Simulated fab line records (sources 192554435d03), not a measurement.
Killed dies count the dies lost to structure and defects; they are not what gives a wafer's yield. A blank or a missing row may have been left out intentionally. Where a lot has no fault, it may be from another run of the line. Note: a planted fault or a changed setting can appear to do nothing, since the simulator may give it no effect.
fab line records	flow n5_finfet
record lots=10	wafers=30	last_day=18
route steps=1938 shown BEOL_M10@1524 TV_OPEN@1888 PAD_METAL@1895 PASSIVATION@1929
lots that met no fault: from a run of the same line without faults
start_h: the number of hours between the record's first day and the start of the first shown wafer of the lot	wait_h: hours from the lot's prior step to this one	" the same as in the row above	L1.1+2: one row covering several wafers at once	- no value present, or no start provided	* or withheld: withheld	< > ~ a bound
route shown NAME@n: NAME is a module with steps in the file, n the number in the route of the first one	usual: average and standard deviation across the fault-free wafers	same: alike in all rows	chamber/n: place in a boat	sites: readings site by site	_std_site: standard deviation across them	_edge_site: outer sites' mean less inner sites'	radius_mm: for every site, how far away it sits from the centre of the wafer	mask NAME#n: copy n	behind: tool/chamber where the wafer was last shaped	hold: what put the lot on hold/how long, in hours/how the hold closed	device: whichever transistor did not switch (one of n, p or np)	end of line: at the end of the route, the tests of the same wafers	a step with no rows: only its recipe	killed: not the wafer's yield, but the dies lost to structure and defects at the first sort	map: per-die view of a wafer (x killed, . not killed, _ where there is no die)
set.NAME: the setting that was run; set.NAME@STEP: the one run at that earlier step	model.NAME: the simulator's own value behind a step, which no gauge read
one table for each step of the route and one row for each wafer, over a sample of lots
services: when a tool's chamber went out of use (start_h, in hours from the record's first day, below 0 if earlier), for how many hours, and the reason
## steps
# step N5_BEOL_M10_ALD_74
# recipe material=TaN	target_thk_a=20	temp_c=275	ald_precursor_family=PDMAT	ald_co_reactant=NH3	pressure_torr=3	carrier_flow_sccm=1500	pulse_time_s=2	purge_time_s=3	co_reactant_purge_time_s=2	co_reactant_pulse_time_s=3	ald_cycles=40	precursor_vessel_temp_c=75	precursor_vessel_pressure_torr=26.25	precursor_vessel_carrier_sccm=1000
# usual heater_power_outer_w=235/22	heater_power_w=429/31
# same pulse_time_s=2	purge_time_s=3
lot.wafer	tool	chamber	start_h	wait_h	heater_power_outer_w	heater_power_w
L643.2	ald_metal-02	0	249.20	0.1	198	404
L643.3	"	3	"	"	245	436
L643.5	"	0	"	"	202	398
L644.2	ald_metal-02	1	258.15	0.0	197	384
L644.3	"	2	"	"	250	489
L644.6	"	2	"	"	250	478
L646.1	ald_metal-02	2	268.10	0.1	256	495
L646.3	"	0	"	"	203	405
L646.4	"	3	"	"	258	428
L647.1	ald_metal-02	2	276.64	0.2	246	475
L647.3	"	3	"	"	249	435
L647.6	"	2	"	"	250	493
L651.2	ald_metal-04	2	296.12	0.1	256	437
L651.3	"	3	"	"	225	424
L651.4	"	0	"	"	241	436
L654.3	ald_metal-01	3	308.59	0.0	243	444
L654.4	"	0	"	"	249	428
L654.5	"	0	"	"	250	434
L655.4	ald_metal-02	2	346.83	0.1	246	495
L655.5	"	3	"	"	248	436
L655.6	"	0	"	"	202	408
L656.1	ald_metal-02	2	348.20	0.3	254	480
L656.4	"	3	"	"	253	434
L656.5	"	2	"	"	251	493
L658.2	ald_metal-01	2	353.70	0.0	232	414
L658.3	"	1	"	"	255	413
L658.6	"	1	"	"	246	417
L659.3	ald_metal-02	0	376.72	0.2	197	404
L659.4	"	2	"	"	253	481
L659.5	"	1	"	"	206	388
# step N5_PASSIVATION_VIA_ETCH_13
# recipe chemistry=CHF3/O2	target=SiO2	target_depth_a=6600	CHF3_flow_sccm=50	O2_flow_sccm=5	Ar_flow_sccm=200	time_s=330	mask_material=PR	pressure_mtorr=30	source_w=650	bias_w=170	ion_energy_ev=200	ends=cleared
# usual chamber_pressure_mTorr=30.00/0.031	drypump_motor_current_A=5.6/0.35	etch_rf_on_time_s=237/4.9	oes_product_au=0.71/0.073	rf_vpp_V=520/8.8	showerhead_plenum_p_Torr=2.40/0.061	throttle_valve_pct=18.85/0.26
lot.wafer	tool	chamber	start_h	wait_h	chamber_pressure_mTorr	drypump_motor_current_A	etch_rf_on_time_s	oes_product_au	rf_hours_counter_h	rf_vpp_V	showerhead_plenum_p_Torr	throttle_valve_pct
L643.2	rie_diel-04	3	287.15	0.0	30.03	5.4	236	0.65	199	540	2.48	18.88
L643.3	"	1	"	"	29.95	5.8	235	0.71	124	532	2.31	18.67
L643.5	"	1	"	"	30.00	5.8	241	0.71	-	530	2.32	18.66
L644.2	rie_diel-02	1	295.65	0.0	30.02	6.1	238	0.75	78	518	2.44	19.23
L644.3	"	3	"	"	30.00	5.1	229	0.71	113	505	2.41	18.56
L644.6	"	1	"	"	30.04	6.1	241	0.75	-	518	2.44	19.24
L646.1	rie_diel-02	1	308.14	0.0	30.01	6.1	236	0.75	82	518	2.44	19.24
L646.3	"	2	"	"	30.02	5.6	241	0.62	238	506	2.36	18.74
L646.4	"	3	"	"	29.98	5.2	236	0.71	118	505	2.41	18.57
L647.1	rie_diel-04	1	315.06	0.0	30.00	5.9	243	0.70	137	529	2.31	18.69
L647.3	"	3	"	"	30.01	5.4	237	0.65	211	541	2.47	18.89
L647.6	"	1	"	"	30.00	5.8	247	0.70	-	530	2.31	18.69
L651.2	rie_diel-06	1	330.87	0.0	30.00	5.3	236	0.67	189	514	2.38	19.00
L651.3	"	2	"	"	30.00	6.0	241	0.71	99	522	2.33	18.91
L651.4	"	0	"	"	30.00	5.1	234	0.85	18	525	2.47	18.53
L654.3	rie_diel-06	0	346.75	0.0	29.97	5.1	227	0.83	23	524	2.47	18.54
L654.4	"	2	"	"	30.06	6.0	237	0.71	104	522	2.33	18.90
L654.5	"	3	"	"	30.09	5.5	233	0.64	-	515	2.29	19.23
L655.4	rie_diel-02	1	391.31	0.1	29.99	6.1	238	0.73	-	519	2.43	19.28
L655.5	"	2	"	"	30.02	5.5	238	0.85	-	517	2.35	18.26
L655.6	"	3	"	"	30.04	5.2	240	0.68	-	506	2.40	18.59
L656.1	rie_diel-02	0	399.67	0.0	29.97	5.5	234	0.75	75	519	2.43	19.06
L656.4	"	1	"	"	29.97	6.1	239	0.72	111	520	2.42	19.30
L656.5	"	1	"	"	29.94	6.2	236	0.72	-	518	2.42	19.30
L658.2	rie_diel-02	0	405.99	0.0	29.98	5.5	236	0.74	78	522	2.43	19.07
L658.3	"	2	"	"	30.00	5.5	230	0.85	14	519	2.35	18.29
L658.6	"	1	"	"	29.99	6.1	239	0.72	-	518	2.42	19.30
L659.3	rie_diel-02	3	427.58	0.0	29.98	5.2	233	0.68	157	507	2.40	18.62
L659.4	"	1	"	"	30.01	6.1	244	0.72	120	518	2.42	19.31
L659.5	"	1	"	"	29.99	6.1	238	0.72	-	518	2.42	19.32
# step N5_PASSIVATION_SPUTTER_20
# recipe material=TaN	target_thk_a=500	temp_c=25	chamber_pressure_pa=0.4
# usual substrate_temp_c=24.99/0.1	throttle_valve_pct=30.2/1.1
lot.wafer	tool	chamber	start_h	wait_h	substrate_temp_c	throttle_valve_pct
L643.2	pvd_sputter-01	-	288.52	0.0	25.08	31.0
L643.3	"	-	"	"	24.95	29.4
L643.5	"	-	"	"	25.03	29.0
L644.2	pvd_sputter-01	-	296.31	0.0	25.03	31.2
L644.3	"	-	"	"	24.97	29.0
L644.6	"	-	"	"	24.95	29.4
L646.1	pvd_sputter-03	-	309.10	0.0	24.88	31.6
L646.3	"	-	"	"	25.00	28.8
L646.4	"	-	"	"	24.95	29.2
L647.1	pvd_sputter-02	-	315.87	0.0	24.97	30.9
L647.3	"	-	"	"	25.04	29.2
L647.6	"	-	"	"	24.93	31.3
L651.2	pvd_sputter-01	-	331.78	0.0	25.03	29.6
L651.3	"	-	"	"	25.05	28.8
L651.4	"	-	"	"	24.86	28.6
L654.3	pvd_sputter-01	-	347.36	0.0	25.01	31.0
L654.4	"	-	"	"	24.86	29.4
L654.5	"	-	"	"	24.88	28.7
L655.4	pvd_sputter-03	-	392.57	0.0	24.99	31.9
L655.5	"	-	"	"	25.08	28.8
L655.6	"	-	"	"	25.05	29.2
L656.1	pvd_sputter-03	-	401.27	0.0	25.01	29.3
L656.4	"	-	"	"	25.02	31.4
L656.5	"	-	"	"	24.89	31.6
L658.2	pvd_sputter-03	-	406.89	0.0	25.02	29.1
L658.3	"	-	"	"	25.14	31.3
L658.6	"	-	"	"	24.96	29.1
L659.3	pvd_sputter-02	-	428.61	0.0	24.97	31.2
L659.4	"	-	"	"	25.09	31.0
L659.5	"	-	"	"	24.95	29.2
# step N5_PASSIVATION_PASS_ETCH_47
# recipe chemistry=CF4/O2	target=SiNx	target_depth_a=7700	time_s=385	ion_energy_ev=100	pressure_mtorr=40	source_w=535	bias_w=49	Ar_flow_sccm=100	cf4_flow_sccm=100	O2_flow_sccm=10
# usual chamber_pressure_mTorr=40.00/0.041	drypump_motor_current_A=5.6/0.41	oes_product_au=0.80/0.081	rf_vpp_V=241/3.7	showerhead_plenum_p_Torr=2.24/0.044	throttle_valve_pct=15.76/0.21
lot.wafer	tool	chamber	start_h	wait_h	chamber_pressure_mTorr	drypump_motor_current_A	oes_product_au	rf_hours_counter_h	rf_vpp_V	showerhead_plenum_p_Torr	throttle_valve_pct
L643.2	rie_diel-01	2	292.58	0.0	40.03	5.2	0.86	41	239	2.24	15.92
L643.3	"	0	"	"	40.05	6.4	0.70	231	240	2.27	15.89
L643.5	"	2	"	"	39.98	5.2	0.87	-	239	2.24	15.94
L644.2	rie_diel-01	3	298.99	0.0	39.98	6.3	0.72	231	245	2.27	16.05
L644.3	"	2	"	"	40.02	5.2	0.86	44	241	2.24	15.92
L644.6	"	0	"	"	39.98	6.3	0.70	-	241	2.27	15.89
L646.1	rie_diel-05	1	311.77	0.0	40.06	5.1	0.73	187	234	2.18	15.58
L646.3	"	2	"	"	40.02	5.9	0.86	37	239	2.25	15.77
L646.4	"	1	"	"	39.96	5.1	0.73	-	233	2.18	15.59
L647.1	rie_diel-05	1	318.46	0.0	39.98	5.1	0.73	190	232	2.18	15.60
L647.3	"	2	"	"	40.03	5.9	0.86	40	240	2.24	15.77
L647.6	"	2	"	"	40.02	5.9	0.87	-	241	2.24	15.76
L651.2	rie_diel-05	2	334.34	0.0	40.10	5.9	0.85	48	240	2.24	15.78
L651.3	"	3	"	"	40.00	5.7	0.87	40	244	2.15	15.81
L651.4	"	0	"	"	39.92	6.4	0.96	4	239	2.25	15.27
L654.3	rie_diel-01	0	350.21	0.0	40.01	6.3	0.69	250	241	2.26	15.93
L654.4	"	2	"	"	39.98	5.2	0.83	-	240	2.23	15.96
L654.5	"	0	"	"	40.00	6.4	0.69	-	240	2.26	15.93
L655.4	rie_diel-05	1	395.16	0.0	40.00	5.0	0.71	214	233	2.17	15.63
L655.5	"	2	"	"	39.91	5.9	0.83	-	242	2.23	15.82
L655.6	"	3	"	"	40.03	5.7	0.85	-	244	2.15	15.86
L656.1	rie_diel-03	0	403.71	0.0	40.03	5.9	0.78	119	248	2.31	15.89
L656.4	"	3	"	"	39.98	5.2	0.91	14	240	2.24	15.46
L656.5	"	1	"	"	40.00	5.3	0.77	-	240	2.22	15.97
L658.2	rie_diel-01	1	409.61	0.0	40.04	5.7	0.70	209	239	2.26	15.92
L658.3	"	2	"	"	40.03	5.2	0.81	90	240	2.22	16.02
L658.6	"	0	"	"	39.98	6.4	0.68	-	239	2.26	15.98
L659.3	rie_diel-03	3	431.62	0.0	39.98	5.2	0.89	26	241	2.24	15.46
L659.4	"	0	"	"	39.99	5.8	0.77	131	247	2.30	15.91
L659.5	"	1	"	"	40.02	5.3	0.75	-	240	2.22	16.00
# step N5_PASSIVATION_PROBE_49
# usual defect_limited_yield=91.1/1.3	killed_at_M0_to_M3=35/11	killed_at_M4_up=13/5.4	killed_at_contacts=14/6.5	killed_at_front_end=41/11	killed_at_other=4/3.1	killed_dies=106/15	killed_open=69/12	killed_short=35/7	sort_bin_4_leakage=0.01/0.078	sort_bin_5_function=5.2/0.86	sort_bin_6_memory=3.4/0.64	sort_n_pass=1074/15	sort_yield_pct=91.0/1.3
# same gross_dies=1180	killed_at_back_side=0	sort_bin_8_speed[%]=0
lot.wafer	tool	chamber	start_h	wait_h	defect_limited_yield[%]	killed_at_M0_to_M3	killed_at_M4_up	killed_at_contacts	killed_at_front_end	killed_at_other	killed_dies	killed_open	killed_short	sort_bin_4_leakage[%]	sort_bin_5_function[%]	sort_bin_6_memory[%]	sort_n_pass	sort_yield_pct[%]
L644.2	prober-01	-	302.04	0.1	82.2	14	138	17	38	3	210	47	35	0	10.9	4.5	970	82.2
L644.3	prober-01	-	302.09	0.1	84.5	33	96	15	37	2	183	76	28	0	10.4	3.7	997	84.5
L644.6	prober-01	-	302.24	0.3	83.6	18	107	10	59	0	194	71	33	0	10.3	4.2	986	83.6
L646.1	prober-01	-	315.95	0.0	85.6	21	94	16	36	3	170	58	24	0	8.6	4.1	1010	85.6
L646.3	prober-01	-	316.05	0.1	85.6	24	87	12	43	4	170	56	28	0	8.9	3.0	1010	85.6
L646.4	prober-01	-	316.10	0.2	81.0	21	132	14	51	6	224	57	40	0	13.0	4.2	956	81.0
L647.1	prober-01	-	321.47	0.0	85.5	29	97	7	32	6	171	51	32	0	9.9	2.8	1009	85.5
L647.3	prober-01	-	321.57	0.1	82.2	31	135	22	19	3	210	59	27	0	11.0	4.4	970	82.2
L647.6	prober-01	-	321.72	0.3	85.9	29	89	9	32	7	166	66	18	0	8.1	3.3	1014	85.9
# killed by level:class
L644.2 BEOL_M10:unspecified=127 MOL_CONTACT_COAG:geometric_particle:open=12 FIN_SAQP:geometric_particle:open=6 STI_FIN_REVEAL:geometric_particle:open=6 FIN_SAQP:geometric_particle:short=5 MOL_CONTACT_COAG:geometric_particle:short=4 GATE_CUT:geometric_particle:open=4 GATE_CUT:geometric_particle:short=4
L644.3 BEOL_M10:unspecified=77 STI_FIN_REVEAL:geometric_particle:open=14 MOL_CONTACT_COAG:geometric_particle:open=14 BEOL_M0_SAQP:geometric_particle:open=11 BEOL_M3:geometric_particle:open=8 FIN_SAQP:geometric_particle:open=6 FIN_SAQP:geometric_particle:short=6 BEOL_M5:geometric_particle:open=6
L644.6 BEOL_M10:unspecified=88 GATE_CUT:geometric_particle:short=12 MOL_CONTACT_COAG:geometric_particle:open=10 GATE_CUT:geometric_particle:open=9 BEOL_M4:geometric_particle:open=9 FIN_SAQP:geometric_particle:open=8 FIN_SAQP:geometric_particle:short=6 STI_FIN_REVEAL:geometric_particle:open=5
L646.1 BEOL_M10:unspecified=86 FIN_SAQP:geometric_particle:open=15 MOL_CONTACT_COAG:geometric_particle:open=11 BEOL_M0_SAQP:geometric_particle:open=5 BEOL_M3:geometric_particle:open=5 GATE_CUT:geometric_particle:short=4 MOL_CONTACT_COAG:geometric_particle:short=4 BEOL_M0_SAQP:geometric_particle:short=4
L646.3 BEOL_M10:unspecified=82 STI_FIN_REVEAL:geometric_particle:open=15 MOL_CONTACT_COAG:geometric_particle:open=9 GATE_CUT:geometric_particle:short=5 BEOL_M0_SAQP:geometric_particle:open=5 FIN_SAQP:geometric_particle:short=4 STI_FIN_REVEAL:geometric_particle:short=4 BEOL_M3:geometric_particle:open=4
L646.4 BEOL_M10:unspecified=126 FIN_SAQP:geometric_particle:short=12 MOL_CONTACT_COAG:geometric_particle:open=11 STI_FIN_REVEAL:geometric_particle:open=9 BEOL_M3:geometric_particle:open=7 FIN_SAQP:geometric_particle:open=6 GATE_CUT:geometric_particle:short=4 BEOL_M0_SAQP:geometric_particle:open=4
L647.1 BEOL_M10:unspecified=85 BEOL_M0_SAQP:geometric_particle:open=11 BEOL_M0_SAQP:geometric_particle:short=8 FIN_SAQP:geometric_particle:short=7 STI_FIN_REVEAL:geometric_particle:open=7 MOL_CONTACT_COAG:geometric_particle:open=5 BEOL_M8:geometric_particle:open=4 BEOL_M2:geometric_particle:open=3
L647.3 BEOL_M10:unspecified=123 MOL_CONTACT_COAG:geometric_particle:open=17 BEOL_M1:geometric_particle:open=7 BEOL_M0_SAQP:geometric_particle:open=7 MOL_CONTACT_COAG:geometric_particle:short=5 BEOL_M0_SAQP:geometric_particle:short=5 BEOL_M4:geometric_particle:open=5 DUMMY_GATE:geometric_particle:open=4
L647.6 BEOL_M10:unspecified=81 STI_FIN_REVEAL:geometric_particle:open=9 MOL_CONTACT_COAG:geometric_particle:open=8 BEOL_M3:geometric_particle:open=8 FIN_SAQP:geometric_particle:open=6 BEOL_M0_SAQP:geometric_particle:open=5 BEOL_M0_SAQP:geometric_particle:short=5 FIN_SAQP:geometric_particle:short=3
## services
tool	chamber	start_h	hours	kind
rie_diel-05	-	228.13	0.4	repair
rie_diel-04	0	233.13	1.3	repair
rie_diel-01	3	235.05	61.9	repair
rie_diel-06	3	237.11	10.1	repair
rie_diel-02	2	262.89	2.0	repair
rie_diel-05	2	271.67	4.7	repair
rie_diel-02	-	275.04	4.0	pm
rie_diel-01	0	275.58	5.2	repair
ald_metal-01	-	289.09	6.0	repair
rie_diel-05	1	291.08	6.5	repair
rie_diel-02	2	291.71	6.1	repair
rie_diel-06	2	293.86	4.5	repair
ald_metal-02	1	315.14	6.7	repair
rie_diel-01	0	317.42	11.6	repair
rie_diel-01	3	320.48	100.8	repair
rie_diel-05	1	347.17	6.4	repair
rie_diel-02	-	352.24	2.8	pm
rie_diel-01	0	381.53	9.7	repair
rie_diel-01	-	386.22	3.8	repair
rie_diel-02	0	386.50	6.3	repair
pvd_sputter-01	-	389.72	7.3	repair
rie_diel-05	-	406.30	28.1	pm
rie_diel-01	0	411.96	1.8	repair
rie_diel-02	0	414.33	7.5	repair
## key
first_sign step=N5_PASSIVATION_PROBE_49	reading=killed_at_M4_up	direction=up	sigmas=18	usual=13	struck=108
effect step=N5_PASSIVATION_PROBE_49	reading=killed_dies	direction=up	sigmas=5.4	usual=106	struck=189
more_kills_born_at N5_BEOL_M10_ALD_74@ald_metal-02=875
met_at N5_BEOL_M10_ALD_74
struck_lots L644,L646,L647
not_acting_at N5_PASSIVATION_VIA_ETCH_13,N5_PASSIVATION_SPUTTER_20,N5_PASSIVATION_PASS_ETCH_47
onset_between 249.20 258.15
fault kind=chamber_particle_source	tool=ald_metal-02	chamber=-	onset_h=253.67	steps=N5_BEOL_M10_ALD_74	rate_per_visit_cm2=0.85456	end_h=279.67
